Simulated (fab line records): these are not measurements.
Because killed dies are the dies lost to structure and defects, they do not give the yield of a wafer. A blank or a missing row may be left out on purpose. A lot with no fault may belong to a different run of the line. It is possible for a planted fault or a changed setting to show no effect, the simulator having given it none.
Chamber matching :: flow n5_finfet :: 4 sister chambers for N5_BEOL_M6_ETCH_72 on rie_diel-01
The step etches underlayer in N2/H2, target depth 6.5 nm, time 5.2 s. 22 wafers are shown with their chamber, then 11 later ones without.

## WAFERS WITH THEIR CHAMBER
wafer: L074.1
chamber: 1
drypump_motor_current_A (A): 5.8
showerhead_plenum_p_Torr (Torr): 2.43
throttle_valve_pct (%): 17.95

wafer: L074.2
chamber: 0
drypump_motor_current_A (A): 6.5
showerhead_plenum_p_Torr (Torr): 2.59
throttle_valve_pct (%): 17.69

wafer: L074.4
chamber: 2
drypump_motor_current_A (A): 5.0
showerhead_plenum_p_Torr (Torr): 2.73
throttle_valve_pct (%): 18.02

wafer: L075.3
chamber: 2
drypump_motor_current_A (A): 5.1
showerhead_plenum_p_Torr (Torr): 2.73
throttle_valve_pct (%): 18.04

wafer: L075.4
chamber: 3
drypump_motor_current_A (A): 5.7
showerhead_plenum_p_Torr (Torr): 2.68
throttle_valve_pct (%): 18.16

wafer: L075.6
chamber: 0
drypump_motor_current_A (A): 6.5
showerhead_plenum_p_Torr (Torr): 2.58
throttle_valve_pct (%): 17.68

wafer: L078.2
chamber: 3
drypump_motor_current_A (A): 5.7
showerhead_plenum_p_Torr (Torr): 2.67
throttle_valve_pct (%): 18.17

wafer: L078.3
chamber: 1
drypump_motor_current_A (A): 5.8
showerhead_plenum_p_Torr (Torr): 2.42
throttle_valve_pct (%): 17.96

wafer: L078.5
chamber: 2
drypump_motor_current_A (A): 5.0
showerhead_plenum_p_Torr (Torr): 2.72
throttle_valve_pct (%): 18.04

wafer: L080.1
chamber: 3
drypump_motor_current_A (A): 5.7
showerhead_plenum_p_Torr (Torr): 2.67
throttle_valve_pct (%): 18.18

wafer: L080.2
chamber: 2
drypump_motor_current_A (A): 5.0
showerhead_plenum_p_Torr (Torr): 2.72
throttle_valve_pct (%): 18.06

wafer: L080.4
chamber: 1
drypump_motor_current_A (A): 5.7
showerhead_plenum_p_Torr (Torr): 2.42
throttle_valve_pct (%): 17.98

wafer: L081.2
chamber: 1
drypump_motor_current_A (A): 5.8
showerhead_plenum_p_Torr (Torr): 2.42
throttle_valve_pct (%): 17.96

wafer: L081.3
chamber: 2
drypump_motor_current_A (A): 5.1
showerhead_plenum_p_Torr (Torr): 2.72
throttle_valve_pct (%): 18.06

wafer: L081.6
chamber: 3
drypump_motor_current_A (A): 5.7
showerhead_plenum_p_Torr (Torr): 2.67
throttle_valve_pct (%): 18.20

wafer: L085.1
chamber: 0
drypump_motor_current_A (A): 6.5
showerhead_plenum_p_Torr (Torr): 2.57
throttle_valve_pct (%): 17.75

wafer: L085.3
chamber: 1
drypump_motor_current_A (A): 5.8
showerhead_plenum_p_Torr (Torr): 2.41
throttle_valve_pct (%): 18.01

wafer: L085.5
chamber: 0
drypump_motor_current_A (A): 6.5
showerhead_plenum_p_Torr (Torr): 2.57
throttle_valve_pct (%): 17.74

wafer: L086.1
chamber: 2
drypump_motor_current_A (A): 5.1
showerhead_plenum_p_Torr (Torr): 2.71
throttle_valve_pct (%): 18.07

wafer: L086.4
chamber: 1
drypump_motor_current_A (A): 5.8
showerhead_plenum_p_Torr (Torr): 2.41
throttle_valve_pct (%): 18.00

wafer: L086.5
chamber: 3
drypump_motor_current_A (A): 5.7
showerhead_plenum_p_Torr (Torr): 2.66
throttle_valve_pct (%): 18.22

wafer: L088.1
chamber: 1
drypump_motor_current_A (A): 5.8
showerhead_plenum_p_Torr (Torr): 2.41
throttle_valve_pct (%): 18.02

SIGNATURES (averages over the wafers above)
reading: drypump_motor_current_A
chamber 0: 6.500
chamber 1: 5.786
chamber 2: 5.050
chamber 3: 5.700
scatter within a chamber: 0.0362

reading: showerhead_plenum_p_Torr
chamber 0: 2.5775
chamber 1: 2.4171
chamber 2: 2.7217
chamber 3: 2.6700
scatter within a chamber: 0.00782

reading: throttle_valve_pct
chamber 0: 17.7150
chamber 1: 17.9829
chamber 2: 18.0483
chamber 3: 18.1860
scatter within a chamber: 0.0261
Rule: for a wafer and a chamber, the distance is found by dividing, reading by reading, the gap between the wafer's reading and the chamber's mean by the reading's scatter, squaring, summing and taking the root. If the next closest chamber is less than 2 further off than the closest, the wafer can't be placed; otherwise it belongs to the closest. The scatter: take each reading less its chamber's mean, square it, sum over the shown wafers, divide by the number of wafers less the number of chambers, and take the root.

## WAFERS WITHOUT THEIR CHAMBER
wafer: L088.3
drypump_motor_current_A (A): 6.5
showerhead_plenum_p_Torr (Torr): 2.57
throttle_valve_pct (%): 17.76

wafer: L088.6
drypump_motor_current_A (A): 5.7
showerhead_plenum_p_Torr (Torr): 2.41
throttle_valve_pct (%): 17.99

wafer: L090.4
drypump_motor_current_A (A): 6.5
showerhead_plenum_p_Torr (Torr): 2.57
throttle_valve_pct (%): 17.78

wafer: L090.5
drypump_motor_current_A (A): 5.0
showerhead_plenum_p_Torr (Torr): 2.71
throttle_valve_pct (%): 18.09

wafer: L090.6
drypump_motor_current_A (A): 5.7
showerhead_plenum_p_Torr (Torr): 2.66
throttle_valve_pct (%): 18.23

wafer: L097.2
drypump_motor_current_A (A): 5.1
showerhead_plenum_p_Torr (Torr): 2.70
throttle_valve_pct (%): 18.12

wafer: L097.3
drypump_motor_current_A (A): 5.7
showerhead_plenum_p_Torr (Torr): 2.65
throttle_valve_pct (%): 18.26

wafer: L097.4
drypump_motor_current_A (A): 5.0
showerhead_plenum_p_Torr (Torr): 2.70
throttle_valve_pct (%): 18.11

wafer: L096.2
drypump_motor_current_A (A): 5.1
showerhead_plenum_p_Torr (Torr): 2.70
throttle_valve_pct (%): 18.12

wafer: L096.4
drypump_motor_current_A (A): 5.1
showerhead_plenum_p_Torr (Torr): 2.70
throttle_valve_pct (%): 18.10

wafer: L096.6
drypump_motor_current_A (A): 5.7
showerhead_plenum_p_Torr (Torr): 2.65
throttle_valve_pct (%): 18.28

## WHICH CHAMBER EACH ONE RAN IN
wafer: L088.3
from the rows above: 0
in truth: 0

wafer: L088.6
from the rows above: 1
in truth: 1

wafer: L090.4
from the rows above: 0
in truth: 0

wafer: L090.5
from the rows above: 2
in truth: 2

wafer: L090.6
from the rows above: 3
in truth: 3

wafer: L097.2
from the rows above: 2
in truth: 2

wafer: L097.3
from the rows above: 3
in truth: 3

wafer: L097.4
from the rows above: 2
in truth: 2

wafer: L096.2
from the rows above: 2
in truth: 2

wafer: L096.4
from the rows above: 2
in truth: 2

wafer: L096.6
from the rows above: 3
in truth: 3
11 of 11 placed correctly. From these rows, 0 cannot be placed. Number placed wrongly: 0.
